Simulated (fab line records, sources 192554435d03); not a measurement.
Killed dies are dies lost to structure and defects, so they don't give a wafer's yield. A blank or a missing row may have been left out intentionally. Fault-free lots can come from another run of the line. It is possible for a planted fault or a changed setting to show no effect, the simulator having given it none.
What tool caused it? | flow n5Finfet | 6 lots, 18 wafers sampled, at 1 step of a route of 1938

WHAT THE GAUGES SHOWED, per wafer
N5_BEOL_M12_OCD_MEAS_35.
lot  | measured     | on     | trenchDepthNm (nm)
L479 | day 12 18:30 | ocd-01 | 322 322 323
L485 | day 13 21:35 | ocd-02 | 321 323 321
L487 | day 14 10:03 | ocd-01 | 321 320 322
L494 | day 15 10:49 | ocd-01 | 316 315 316
L500 | day 17 09:23 | ocd-02 | 311 321 316
L502 | day 18 03:02 | ocd-02 | 317 317 319

EACH LOT AND THE TOOL THAT RAN IT (in order: tool; ch and the chambers of the sampled wafers; start)
The record shows no process step preceding these readings.

THE ANSWER, worked out from the rows above alone
Rule: usual is defined by the lots themselves. The widest of any qualifying gaps counts: lots, ordered by their means at a reading, are off when they make up no more than a third of the lots, leave a main group of 4 or more, and stand apart from it by 3 or more times the standard deviation of that group's means. If all means in a main group match to the digits the tables above print for the reading, that group is not used. A lot without any number at a reading at which 4 lots or more have one is off too. The other lots that the step has rows for count as sound.
No lot is off on any of the readings shown, so nothing can be concluded from this.

WHAT THE SIMULATOR HAD INSERTED
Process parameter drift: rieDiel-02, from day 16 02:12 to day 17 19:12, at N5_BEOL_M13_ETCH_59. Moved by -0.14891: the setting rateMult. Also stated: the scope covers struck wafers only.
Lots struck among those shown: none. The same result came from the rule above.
